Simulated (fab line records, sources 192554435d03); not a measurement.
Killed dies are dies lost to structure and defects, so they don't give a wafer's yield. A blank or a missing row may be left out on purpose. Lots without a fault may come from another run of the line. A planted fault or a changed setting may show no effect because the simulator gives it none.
Split-lot experiment | flow n5_finfet | 7 lots, 21 wafers read, on a route of 1938 steps

THE SPLIT
At N5_MOL_CONTACT_COAG_ALD_131 (deposits SiO2, target thk 5 nm, pulse time 1 s, co reactant pulse time 1 s), the setting ald_cycles was moved away from the recipe's 35 on 3 of the 21 wafers read, by -14.3% to +14.3%. The other wafers ran this setting at the recipe's value.

The reading is taken at the split's own step.

THE READING
SiO2_of_MOL_CONTACT_COAG_ALD_131.thk_nm (the simulator's own value, which no gauge read), in nm, at N5_MOL_CONTACT_COAG_ALD_131 (deposits SiO2, target thk 5 nm, pulse time 1 s, co reactant pulse time 1 s). The file gives no usual value for it.

wafer  | tool, chamber at the split | ald_cycles as run | against the recipe | SiO2_of_MOL_CONTACT_COAG_ALD_131.thk_nm, nm | against lot-mates on the recipe
L076.2 | ald_sin-04, 2,0,0          | 35                | recipe             | 5                                           | -
L076.3 | ald_sin-04, 2,0,0          | 35                | recipe             | 5                                           | -
L076.6 | ald_sin-04, 2,0,0          | 35                | recipe             | 5                                           | -
L077.1 | ald_sin-02, 2              | 35                | recipe             | 5                                           | -
L077.5 | ald_sin-02, 2              | 35                | recipe             | 5                                           | -
L077.3 | ald_sin-02, 0              | 40                | +14.3%             | 5.8                                         | +0.8
L089.1 | ald_sin-01, 3,2,2          | 35                | recipe             | 5                                           | -
L089.4 | ald_sin-01, 3,2,2          | 35                | recipe             | 5                                           | -
L089.5 | ald_sin-01, 3,2,2          | 35                | recipe             | 5                                           | -
L090.2 | ald_sin-01, 0,2,2          | 35                | recipe             | 5                                           | -
L090.3 | ald_sin-01, 0,2,2          | 35                | recipe             | 5                                           | -
L090.6 | ald_sin-01, 0,2,2          | 35                | recipe             | 5                                           | -
L094.1 | ald_sin-02, 3,2,1          | 35                | recipe             | 5                                           | -
L094.2 | ald_sin-02, 3,2,1          | 35                | recipe             | 5                                           | -
L094.3 | ald_sin-02, 3,2,1          | 35                | recipe             | 5                                           | -
L095.1 | ald_sin-04, 3              | 32                | -8.6%              | 4.6                                         | -0.4
L095.2 | ald_sin-04, 2,3            | 35                | recipe             | 5                                           | -
L095.5 | ald_sin-04, 2,3            | 35                | recipe             | 5                                           | -
L097.4 | ald_sin-04, 0              | 30                | -14.3%             | 4.2                                         | -0.8
L097.5 | ald_sin-04, 3,1            | 35                | recipe             | 5                                           | -
L097.6 | ald_sin-04, 3,1            | 35                | recipe             | 5                                           | -
Where a row lists several chambers, the file gives one row for several wafers and doesn't say which wafer went through which chamber.

THE FIT
A straight line over all 21 wafers: SiO2_of_MOL_CONTACT_COAG_ALD_131.thk_nm changes by +0.0546 nm for each +1% of ald_cycles; r = +1.00; the points scatter about the line by 0.017 nm.
The same after taking each lot's own level away (the mean of its wafers on the recipe; 21 wafers): +0.0546 nm for each +1%; r = +1.00; scatter 0.017 nm.
On that fit, the largest move of ald_cycles shifts the reading by 0.78 nm.
The lots' own levels span 5.00 to 5.00 nm.
So the lot-to-lot level changes the slope little: the two slopes agree.
Check: with one of the wafers moved furthest among these (-14.3%) left out of the fit, the line predicts -0.759 nm for it against its lot-mates. It came out at -0.8 nm against them.

OTHER SPLITS ON THESE WAFERS
These wafers also went through other splits before the reading. Each is held against what the fit with the lots' levels taken away leaves over:
other split on the same wafers      | wafers away from the commonest value | r with SiO2_of_MOL_CONTACT_COAG_ALD_131.thk_nm (lot level and that fit taken away)
N5_SD_EPI_P_EPI_21 temp_c           | 8                                    | +0.31
N5_ILD0_CMP_12 down_force_psi       | 4                                    | +0.10
N5_HKMG_FIN_ETCH_31 bias_w          | 8                                    | -0.15
N5_GATE_CUT_COAT_35 spin_rpm        | 8                                    | -0.12
N5_GATE_CUT_COAT_27 temp_c          | 11                                   | -0.35
N5_MOL_CONTACT_COAG_ETCH_110 bias_w | 8                                    | +0.48

THE FILE'S OWN FIT
SiO2_of_MOL_CONTACT_COAG_ALD_131.thk_nm changes by +0.0546 nm for each +1% of ald_cycles, r = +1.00.
